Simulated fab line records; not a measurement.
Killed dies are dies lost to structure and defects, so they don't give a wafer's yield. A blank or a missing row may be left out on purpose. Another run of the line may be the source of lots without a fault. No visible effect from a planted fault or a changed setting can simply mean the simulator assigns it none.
A struck lot beside a sound one + flow n5-finfet + 15 steps out of a route of 1938
Sound: these wafers, L389.2, L389.3, L389.6. Struck: wafer L380.5 (left out: L380.2, L380.4 of the same lot, which were not struck); the cause appears at the end.
Order at every step that has rows: each side's tool, ch and its chambers, its first start. Under that, the readings that differ: sound wafers + struck wafers + difference of the means + sigmas: that difference in standard deviations of wafers without a fault.
alike: words and numbers the same on both sides, and readings whose means are apart by under 2 such deviations; not compared: readings that were withheld, readings missing a value for some wafer, numbers with overlapping values and no deviation given by the record, and bounds like >300 which may hide the same value.
The two part at a step that has a row with sigmas, a row that says differs or no value, or rows on one side only. Numbers that have no deviation but don't overlap get no sigmas and don't part them. A reading that every wafer of one side lacks parts them only if that side has two wafers or more.

N5_BEOL_M12_TRENCH_ETCH_34: etches SiOC in C4F8/O2/Ar, target depth 318.95 nm, time 125.5 s.
  sound on rie-diel-03 ch 1,2, day 16 00:53; struck on rie-diel-05 ch 2, day 13 01:42
  alike: bias-w, drypump-motor-current-A, he-outer-torr, oes-product-au, rf-vpp-V, showerhead-plenum-p-Torr, throttle-valve-pct
  not compared: rf-hours-counter-h
then, 1 step without rows for these wafers: N5_BEOL_M12_STRIP_70 (strips in C4F8/O2/Ar).
N5_BEOL_M12_OCD_MEAS_35:
  sound on ocd-01, day 16 01:02; struck on ocd-02, day 13 01:52
  alike: trench-depth-nm
N5_BEOL_M12_STRIP_37: strips in N2/H2.
  sound on plasma-asher-02 ch 1, day 16 01:05; struck on plasma-asher-02 ch 1, day 13 01:53
  alike: drypump-motor-current-A, heater-power-w, oes-product-au
  not compared: rf-hours-counter-h
then, 4 steps without rows for these wafers: N5_BEOL_M12_ETCH_38 (etches SiCN in CF4/N2, target depth 68.7 nm, time 73.4 s); N5_BEOL_M12_PRECLEAN_39 (cleans in residue remover, time 60 s); N5_BEOL_M12_SRD_40 (time 30 s, dry time 30 s); N5_BEOL_M12_DEGAS_41 (time 60 s).
N5_BEOL_M12_PRE_CLEAN_42: time 30 s.
  sound on pvd-sputter-01, day 16 05:14; struck on pvd-sputter-03, day 13 04:22
  alike: heater-power-w, susceptor-temp-C
then, 1 step without rows for these wafers: N5_BEOL_M12_SPUTTER_43 (material TaN, target thk 15 nm, time 24.19 s).
N5_BEOL_M12_SPUTTER_44: material Ta, target thk 10 nm, time 16.13 s.
  sound on pvd-sputter-01, day 16 05:21; struck on pvd-sputter-03, day 13 04:29
  alike: cathode-dc-power-W, susceptor-temp-C, throttle-valve-pct
N5_BEOL_M12_SPUTTER_45: material Cu, target thk 80 nm, time 13.33 s.
  sound on pvd-sputter-01, day 16 05:26; struck on pvd-sputter-03, day 13 04:34
  alike: cathode-dc-power-W, susceptor-temp-C, throttle-valve-pct
N5_BEOL_M12_ECD_47: material Cu, target thk 720 nm.
  sound on ecd-cu-02 ch 1, day 16 05:33; struck on ecd-cu-02 ch 1, day 13 04:41
| reading                                 | sound             | struck | difference | sigmas |
|-----------------------------------------|-------------------|--------|------------|--------|
| model.Cu_of_BEOL_M12_ECD_47.thk-nm (nm) | 722.6 715.2 732.6 | 979.4  | +255.9     |        |
then, 1 step without rows for these wafers: N5_BEOL_M12_ANNEAL_48 (time 90 s).
N5_PASSIVATION_PROBE_49:
  sound on prober-02, day 17 22:46; struck on prober-01, day 14 09:40
| reading              | sound    | struck | difference | sigmas |
|----------------------|----------|--------|------------|--------|
| killed-at-contacts   | 8 6 10   | 30     | +22        | +3     |
| sort_bin_8_speed (%) | 0.59 0 0 | 0      | +0         | -4     |
  alike: defect-limited-yield, killed_at_M0_to_M3, killed_at_M4_up, killed-at-front-end, killed-at-other, killed-dies, killed-open, killed-short, sort_bin_5_function, sort_bin_6_memory, sort-n-pass, sort-yield-pct

== WHERE THEY PART ==
N5_PASSIVATION_PROBE_49 only, going by this record.

WHY: what the simulator had put in
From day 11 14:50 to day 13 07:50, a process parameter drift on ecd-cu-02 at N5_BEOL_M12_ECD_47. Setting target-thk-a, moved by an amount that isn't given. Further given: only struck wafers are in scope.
